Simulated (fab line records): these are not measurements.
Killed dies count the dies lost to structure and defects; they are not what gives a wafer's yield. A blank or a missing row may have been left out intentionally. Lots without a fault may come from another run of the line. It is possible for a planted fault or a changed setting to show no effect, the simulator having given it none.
Lot-split experiment	flow n5Finfet	21 wafers read across 7 lots, on a route 1938 steps long

== ON THE SPLIT ==
At N5_BEOL_M0_SAQP_HM_DEP_111 (deposits SiO2 from SiH4/N2O, target thk 12 nm, time 7.2 s), the setting timeS was moved away from the recipe's 7.2 s on 9 of the 21 wafers read, by -13.4% to +5.3%. The other wafers ran this setting at the recipe's value.

== FROM THE SPLIT TO THE READING: what the file shows between them, 8 steps ==
- N5_BEOL_M0_SAQP_COAT_81: time 60 s, resist thk 100 nm
- N5_BEOL_M0_SAQP_COAT_82: time 60 s, resist thk 30 nm
- N5_BEOL_M0_SAQP_ETCH_84: etches SOC in N2/H2, target depth 100 nm, overetch 20 nm, time 150 s
- N5_BEOL_M0_SAQP_STRIP_80: strips in N2/H2
- N5_BEOL_M0_SAQP_HM_OPEN_112: chemistry CHF3/O2, target SiO2, stops on a-Si, target depth 12 nm, time 13.5 s
- N5_BEOL_M0_SAQP_STRIP_113: strips in CHF3/O2
- N5_BEOL_M0_SAQP_MANDREL_ETCH_20: etches a-Si in HBr/Cl2, stops on SiNx, target depth 60 nm, bt time 10 s, time 30 s
- N5_BEOL_M0_SAQP_STRIP_86: strips in N2/H2

== THE READING ==
SiO2_of_BEOL_M0_SAQP_HM_DEP_111.thkNm (the simulator's own value, which no gauge read), in nm, at N5_BEOL_M0_SAQP_STRIP_115 (strips in post etch residue remover, time 60 s). The file does not state a usual value for it. Here, 12 wafers ran the recipe; their average is 12.1 nm with a standard deviation of 0.19 nm.

wafer	tool, chamber at the split	timeS as run, s	against the recipe	SiO2_of_BEOL_M0_SAQP_HM_DEP_111.thkNm, nm	against lot-mates on the recipe
L074.2	pecvd-04, 2	6.75	-6.2%	10.8	-1.0
L074.4	pecvd-04, 2	6.75	-6.2%	11	-0.8
L074.6	pecvd-04, 1	7.2	recipe	11.8	-
L077.1	pecvd-04, 2	7.491	+4.0%	12.4	+0.0
L077.2	pecvd-04, 1	7.491	+4.0%	12.6	+0.2
L077.4	pecvd-04, 0	7.2	recipe	12.4	-
L078.2	pecvd-02, 2	7.2	recipe	11.8	-
L078.3	pecvd-02, 1	7.2	recipe	12.2	-
L078.6	pecvd-02, 2	6.236	-13.4%	10.4	-1.6
L087.1	pecvd-04, 1,0	7.2	recipe	12	-
L087.2	pecvd-04, 1,0	7.2	recipe	12	-
L087.6	pecvd-04, 0	7.2	recipe	12.4	-
L089.4	pecvd-01, 2	7.584	+5.3%	12.8	+0.8
L089.5	pecvd-01, 0	7.584	+5.3%	12.8	+0.8
L089.6	pecvd-01, 1	7.2	recipe	12	-
L090.1	pecvd-01, 0,1	7.2	recipe	12.2	-
L090.6	pecvd-01, 0,1	7.2	recipe	12.2	-
L090.4	pecvd-01, 2	7.482	+3.9%	13	+0.8
L091.2	pecvd-02, 0	7.2	recipe	12	-
L091.5	pecvd-02, 2	7.2	recipe	12	-
L091.6	pecvd-02, 1	6.819	-5.3%	11.6	-0.4
If several chambers appear in one row, that row covers several wafers at once and the file leaves open which wafer was in which chamber.

FIT RESULTS
A straight line over all 21 wafers: SiO2_of_BEOL_M0_SAQP_HM_DEP_111.thkNm changes by +0.139 nm for each +1% of timeS; r = +0.94; the points scatter about the line by 0.22 nm.
The same after taking each lot's own level away (the mean of its wafers on the recipe; 21 wafers): +0.121 nm for each +1%; r = +0.94; scatter 0.2 nm.
The reading moves by 1.6 nm for the largest change in timeS, on that fit.
Across the lots, their own levels run from 11.80 to 12.40 nm, a range of 3.1 times the standard deviation given above.
So the lot-to-lot level changes the slope: the two fits differ.
Check: with one of the wafers moved furthest among these (-13.4%) left out of the fit, the line predicts -1.65 nm for it against its lot-mates. Against them it came out at -1.6 nm.

== OTHER SPLITS ON THESE WAFERS ==
Other splits were also applied to these wafers ahead of the reading. Each is held against what the fit with the lots' levels taken away leaves over:
other split on the same wafers	wafers away from the commonest value	r with SiO2_of_BEOL_M0_SAQP_HM_DEP_111.thkNm (lot level and that fit taken away)
N5_HKMG_FIN_DEVELOP_11 developTimeS	7	+0.12
N5_GATE_CUT_CUT_ETCH_53 icpW	9	+0.23
N5_MOL_CONTACT_COAG_ALD_27 aldCycles	10	-0.05
N5_MOL_CONTACT_COAG_EXPOSE_81 doseMj	3	-0.43
N5_BEOL_M0_SAQP_PECVD_04 timeS	7	+0.19

== THE WHOLE CHAIN: every reading that the file lists as answering this split, in the file's order ==
step	what it does	reading	change (the file's fit)	r (the file's)
N5_BEOL_M0_SAQP_HM_DEP_111	deposits SiO2 from SiH4/N2O, target thk 12 nm, time 7.2 s	SiO2_of_BEOL_M0_SAQP_HM_DEP_111.thkNm (the simulator's own value, which no gauge read)	+0.128 nm for each +1% of the setting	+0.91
N5_BEOL_M0_SAQP_HM_OPEN_112	chemistry CHF3/O2, target SiO2, stops on a-Si, target depth 12 nm, time 13.5 s	etch.depthNm (the simulator's own value, which no gauge read)	+0.125 nm for each +1% of the setting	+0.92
N5_BEOL_M0_SAQP_STRIP_115	strips in post etch residue remover, time 60 s	SiO2_of_BEOL_M0_SAQP_HM_DEP_111.thkNm (the simulator's own value, which no gauge read)	+0.121 nm for each +1% of the setting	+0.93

== THE FILE'S OWN FIT ==
SiO2_of_BEOL_M0_SAQP_HM_DEP_111.thkNm changes by +0.121 nm for each +1% of timeS, r = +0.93.
